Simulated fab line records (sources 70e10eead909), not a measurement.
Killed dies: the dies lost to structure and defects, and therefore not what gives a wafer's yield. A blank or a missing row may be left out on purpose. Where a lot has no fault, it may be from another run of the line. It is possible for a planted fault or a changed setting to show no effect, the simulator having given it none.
Matching of chambers + flow nand-harc + NHARC_A_DECK1_JOINT_ETCHBACK_00 on rie-si-02 has 4 sister chambers
The step etches the open film in HBr, target depth 30 nm, time 17.4 s. 22 wafers are shown with their chamber, then 11 later ones without.

## EACH WAFER AND ITS CHAMBER
| wafer  | chamber | rf-fwd-power-W (W) | oes-product-au (a.u.) | throttle-valve-pct (%) |
|--------|---------|--------------------|-----------------------|------------------------|
| L074.1 | 1       | 341.9              | 1.007                 | 23.269                 |
| L074.3 | 2       | 345.3              | 0.991                 | 23.279                 |
| L074.6 | 2       | 343.0              | 1.004                 | 23.285                 |
| L076.1 | 2       | 344.8              | 0.998                 | 23.259                 |
| L076.3 | 1       | 339.5              | 1.015                 | 23.257                 |
| L076.5 | 1       | 343.2              | 1.009                 | 23.271                 |
| L080.1 | 0       | 346.3              | 1.020                 | 23.262                 |
| L080.4 | 3       | 341.7              | 1.014                 | 23.272                 |
| L080.6 | 1       | 341.6              | 1.006                 | 23.285                 |
| L082.2 | 2       | 344.5              | 1.013                 | 23.266                 |
| L082.3 | 3       | 342.7              | 1.003                 | 23.266                 |
| L082.5 | 2       | 344.2              | 1.008                 | 23.263                 |
| L083.1 | 2       | 346.6              | 1.022                 | 23.262                 |
| L083.2 | 0       | 341.9              | 1.024                 | 23.270                 |
| L083.4 | 1       | 342.8              | 1.022                 | 23.265                 |
| L084.2 | 2       | 344.9              | 1.010                 | 23.265                 |
| L084.5 | 3       | 342.8              | 1.018                 | 23.252                 |
| L084.6 | 0       | 345.4              | 1.020                 | 23.250                 |
| L087.1 | 1       | 343.2              | 1.021                 | 23.278                 |
| L087.3 | 0       | 345.0              | 1.007                 | 23.261                 |
| L087.6 | 3       | 342.9              | 1.015                 | 23.269                 |
| L091.1 | 0       | 345.3              | 1.018                 | 23.266                 |

SIGNATURES (averages over the wafers above)
| reading            | chamber 0 | chamber 1 | chamber 2 | chamber 3 | scatter within a chamber |
|--------------------|-----------|-----------|-----------|-----------|--------------------------|
| rf-fwd-power-W     | 344.780   | 342.033   | 344.757   | 342.525   | 1.28                     |
| oes-product-au     | 1.01780   | 1.01333   | 1.00657   | 1.01250   | 0.00802                  |
| throttle-valve-pct | 23.26180  | 23.27083  | 23.26843  | 23.26475  | 0.00914                  |
Rule: for each reading, subtract the chamber's mean from the wafer's reading, divide by that reading's scatter and square the result; add these up over the readings and take the root, which gives the wafer's distance from the chamber. If the next closest chamber is less than 2 further off than the closest, the wafer can't be placed; otherwise it belongs to the closest. The scatter is the square root of a quotient: the sum, over the shown wafers, of each reading's squared deviation from its chamber's mean, divided by wafers minus chambers.

## WAFERS MISSING THEIR CHAMBER
| wafer  | rf-fwd-power-W (W) | oes-product-au (a.u.) | throttle-valve-pct (%) |
|--------|--------------------|-----------------------|------------------------|
| L091.2 | 340.8              | 1.011                 | 23.255                 |
| L091.5 | 343.6              | 1.002                 | 23.247                 |
| L094.2 | 339.4              | 1.010                 | 23.268                 |
| L094.3 | 342.4              | 1.001                 | 23.271                 |
| L094.4 | 344.7              | 1.013                 | 23.273                 |
| L096.1 | 345.5              | 0.992                 | 23.272                 |
| L096.4 | 344.3              | 1.024                 | 23.276                 |
| L096.6 | 341.2              | 1.001                 | 23.277                 |
| L097.1 | 344.1              | 1.010                 | 23.261                 |
| L097.3 | 345.9              | 1.017                 | 23.265                 |
| L097.5 | 343.0              | 1.002                 | 23.270                 |

## EACH ONE'S CHAMBER
| wafer  | from the rows above               | in truth |
|--------|-----------------------------------|----------|
| L091.2 | can't be placed: 3 or 1 or 0 or 2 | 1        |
| L091.5 | can't be placed: 3 or 2 or 0 or 1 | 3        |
| L094.2 | can't be placed: 1 or 3           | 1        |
| L094.3 | can't be placed: 1 or 3 or 2 or 0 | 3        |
| L094.4 | can't be placed: 2 or 0 or 3 or 1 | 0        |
| L096.1 | can't be placed: 2 or 0 or 3 or 1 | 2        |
| L096.4 | can't be placed: 0 or 1 or 3 or 2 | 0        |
| L096.6 | can't be placed: 1 or 3 or 2      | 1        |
| L097.1 | can't be placed: 2 or 0 or 3 or 1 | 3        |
| L097.3 | can't be placed: 0 or 2 or 3      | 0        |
| L097.5 | can't be placed: 3 or 2 or 1 or 0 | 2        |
0 of 11 placed correctly. Unplaceable from these rows: 11, with the true chamber sitting among the candidates in 11. Number placed wrongly: 0.
